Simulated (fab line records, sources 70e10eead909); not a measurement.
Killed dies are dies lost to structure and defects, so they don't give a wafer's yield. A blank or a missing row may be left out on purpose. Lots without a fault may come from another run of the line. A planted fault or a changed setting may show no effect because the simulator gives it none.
Which tool did it? | flow nand_harc | 13 lots, 39 wafers sampled, at 5 steps of a route of 1302

WHAT THE GAUGES READ, wafer by wafer
NHARC_A_ONON_D2_THK_MEAS_05: measures by ellipsometry. Usual: thk_nm 998 nm, standard deviation 11.
lot  | measured     | on            | thk_nm (nm)    | flag
L843 | day 12 17:24 | film_metro-01 | 990 989 988    |
L844 | day 12 19:11 | film_metro-01 | 975 976 974    |
L845 | day 13 02:14 | film_metro-01 | 999 1000 999   |
L848 | day 14 04:16 | film_metro-01 | 995 993 996    |
L847 | day 14 04:29 | film_metro-02 | 998 998 998    |
L849 | day 15 14:14 | film_metro-02 | 994 995 995    |
L851 | day 15 14:14 | film_metro-01 | 1007 1003 1007 |
L850 | day 15 20:14 | film_metro-01 | 1015 1014 1015 |
L859 | day 19 05:07 | film_metro-02 | 985 986 986    |
L858 | day 19 05:19 | film_metro-01 | 995 995 995    |
L860 | day 19 07:41 | film_metro-01 | 997 996 995    |
L862 | day 20 21:07 | film_metro-02 | 993 995 994    |
L863 | day 20 21:08 | film_metro-01 | 999 999 998    |

NHARC_A_ONON_D2_THK_MEAS_08: measures by ellipsometry. Usual: thk_nm 999 nm, standard deviation 8.6.
lot  | measured     | on            | thk_nm (nm)    | flag
L843 | day 12 17:58 | film_metro-01 | 985 986 984    |
L844 | day 12 19:45 | film_metro-01 | 1009 1009 1009 |
L845 | day 13 02:49 | film_metro-02 | 992 991 991    |
L848 | day 14 04:50 | film_metro-01 | 1010 1010 1012 |
L847 | day 14 05:03 | film_metro-02 | 1003 1004 1003 |
L849 | day 15 14:49 | film_metro-02 | 588 1006 1005  | OFF
L851 | day 15 14:48 | film_metro-01 | 1000 1001 1001 |
L850 | day 15 20:48 | film_metro-02 | 583 582 582    | OFF
L859 | day 19 05:42 | film_metro-02 | 1002 1003 1001 |
L858 | day 19 05:52 | film_metro-02 | 997 998 1000   |
L860 | day 19 08:16 | film_metro-01 | 996 996 997    |
L862 | day 20 21:41 | film_metro-01 | 996 998 997    |
L863 | day 20 21:42 | film_metro-01 | 982 981 981    |

NHARC_END_SORT_01. Usual: killed_at_array 55, standard deviation 17; killed_at_other 1.1, standard deviation 1.6; killed_at_periphery 3.8, standard deviation 2.5; killed_dies 60, standard deviation 18; killed_open 3.3, standard deviation 1.9; killed_short 2.5, standard deviation 1.7.
lot  | measured     | on        | killed_at_array | killed_at_other | killed_at_periphery | killed_dies | killed_open | killed_short | flag
L849 | day 27 09:49 | prober-01 | 676 56 65       | 0 0 0           | 1 3 2               | 677 59 67   | 6 5 3       | 1 2 1        | OFF
L850 | day 28 11:44 | prober-01 | 675 667 674     | 0 3 0           | 2 7 3               | 677 677 677 | 2 3 5       | 0 1 3        | OFF

WHICH TOOL RAN EACH LOT (tool, then ch and the chambers of the sampled wafers, then the start)
lot  | NHARC_A_CHANNEL_FILL_D1_STRIP_28   | NHARC_A_ONON_D2_DEP_06
L843 | rie_diel-01 ch 0,1, day 9 23:44    | pecvd_onon-04 ch 0, day 12 17:28
L844 | rie_diel-01 ch 1,2, day 10 04:20   | pecvd_onon-01 ch 0, day 12 19:21
L845 | rie_diel-04 ch 1,2,3, day 10 15:15 | pecvd_onon-01 ch 0, day 13 02:18
L848 | rie_diel-01 ch 0,1,3, day 11 15:32 | pecvd_onon-01 ch 0, day 14 04:27
L847 | rie_diel-03 ch 1,2, day 11 15:34   | pecvd_onon-03 ch 0, day 14 04:36
L849 | rie_diel-01 ch 2,3, day 12 15:42   | pecvd_onon-03 ch 0, day 15 14:25
L851 | rie_diel-04 ch 2,3, day 13 01:56   | pecvd_onon-04 ch 0, day 15 14:17
L850 | rie_diel-04 ch 0,1,2, day 13 09:08 | pecvd_onon-03 ch 0, day 15 20:17
L859 | rie_diel-04 ch 0,2,3, day 16 17:30 | pecvd_onon-04 ch 0, day 19 05:11
L858 | rie_diel-01 ch 0,1,2, day 16 17:33 | pecvd_onon-01 ch 0, day 19 05:29
L860 | rie_diel-04 ch 0,2,3, day 16 23:43 | pecvd_onon-03 ch 0, day 19 07:44
L862 | rie_diel-01 ch 1,2,3, day 18 09:03 | pecvd_onon-01 ch 0, day 20 21:14
L863 | rie_diel-03 ch 1,2,3, day 18 12:49 | pecvd_onon-03 ch 0, day 20 21:11
- NHARC_A_CHANNEL_FILL_D1_STRIP_28: strips in O2, time 20 s.
- NHARC_A_ONON_D2_DEP_06: target thk 1000 nm.

WHAT THE TOOLS THEMSELVES READ (means of the sampled wafers that have a number; where no wafer has one, the mark that the record gives instead)
NHARC_A_CHANNEL_FILL_D1_STRIP_28. Usual: drypump_motor_current_A 5.7 A, standard deviation 0.51; oes_product_au 1.000 a.u., standard deviation 0.012; rf_vpp_V 58.0 V, standard deviation 0.88; showerhead_plenum_p_Torr 3.64 Torr, standard deviation 0.15; throttle_valve_pct 17.036 %, standard deviation 0.0097.
lot  | tool        | drypump_motor_current_A (A) | oes_product_au (a.u.) | rf_vpp_V (V) | showerhead_plenum_p_Torr (Torr) | throttle_valve_pct (%) | flag
L843 | rie_diel-01 | 5.1                         | 1.013                 | 58.1         | 3.72                            | 17.044                 |
L844 | rie_diel-01 | 5.7                         | 1.021                 | 57.8         | 3.77                            | 17.035                 |
L845 | rie_diel-04 | 5.9                         | 0.999                 | 58.3         | 3.72                            | 17.031                 |
L848 | rie_diel-01 | 5.4                         | 1.008                 | 57.6         | 3.59                            | 17.051                 |
L847 | rie_diel-03 | 5.9                         | 0.991                 | 58.7         | 3.46                            | 17.043                 |
L849 | rie_diel-01 | 6.2                         | 1.005                 | 58.4         | 3.60                            | 17.047                 |
L851 | rie_diel-04 | 6.2                         | 0.991                 | 57.4         | 3.72                            | 17.039                 |
L850 | rie_diel-04 | 5.5                         | 0.992                 | 57.8         | 3.67                            | 17.036                 |
L859 | rie_diel-04 | 5.9                         | 0.991                 | 58.0         | 3.67                            | 17.027                 |
L858 | rie_diel-01 | 5.5                         | 1.014                 | 58.4         | 3.74                            | 17.034                 |
L860 | rie_diel-04 | 5.9                         | 0.991                 | 58.1         | 3.67                            | 17.037                 |
L862 | rie_diel-01 | 5.9                         | 1.009                 | 58.3         | 3.61                            | 17.025                 |
L863 | rie_diel-03 | 5.7                         | 1.005                 | 57.9         | 3.57                            | 17.040                 |

NHARC_A_ONON_D2_DEP_06. Usual: sih4_flow_sccm 210.0 sccm, standard deviation 0.5.
lot  | tool          | sih4_flow_sccm (sccm) | flag
L843 | pecvd_onon-04 | 209.9                 |
L844 | pecvd_onon-01 | 209.7                 |
L845 | pecvd_onon-01 | 210.4                 |
L848 | pecvd_onon-01 | 209.6                 |
L847 | pecvd_onon-03 | 210.3                 |
L849 | pecvd_onon-03 | 209.8                 |
L851 | pecvd_onon-04 | 209.6                 |
L850 | pecvd_onon-03 | 209.7                 |
L859 | pecvd_onon-04 | 209.7                 |
L858 | pecvd_onon-01 | 209.7                 |
L860 | pecvd_onon-03 | 210.0                 |
L862 | pecvd_onon-01 | 210.0                 |
L863 | pecvd_onon-03 | 210.1                 |

THE ANSWER, worked out from the rows above alone
Rule: a lot is off if the mean of its wafers that have a number lies more than 3 standard deviations from the usual mean. A lot without any number at a reading at which 4 lots or more have one is off too. The other lots that the step has rows for count as sound. The gauges are gone through in route order, then the tools' own readings, and for those a lot's mean is taken as printed above. The first step at which some lot is off is used, and at that step the reading that is off furthest; a lot without a number counts as furthest.
Off: L849, L850, at NHARC_A_ONON_D2_THK_MEAS_08 (thk_nm).
A tool fits if, at a process step before that reading, it ran every lot that is off, and no sound lot after the first of them. The gauges at NHARC_A_ONON_D2_THK_MEAS_08 aren't tried: what is off there is off at NHARC_END_SORT_01 too, on other tools, and a gauge's error can't cause that. None of those tried fits.

WHAT THE SIMULATOR HAD PUT IN
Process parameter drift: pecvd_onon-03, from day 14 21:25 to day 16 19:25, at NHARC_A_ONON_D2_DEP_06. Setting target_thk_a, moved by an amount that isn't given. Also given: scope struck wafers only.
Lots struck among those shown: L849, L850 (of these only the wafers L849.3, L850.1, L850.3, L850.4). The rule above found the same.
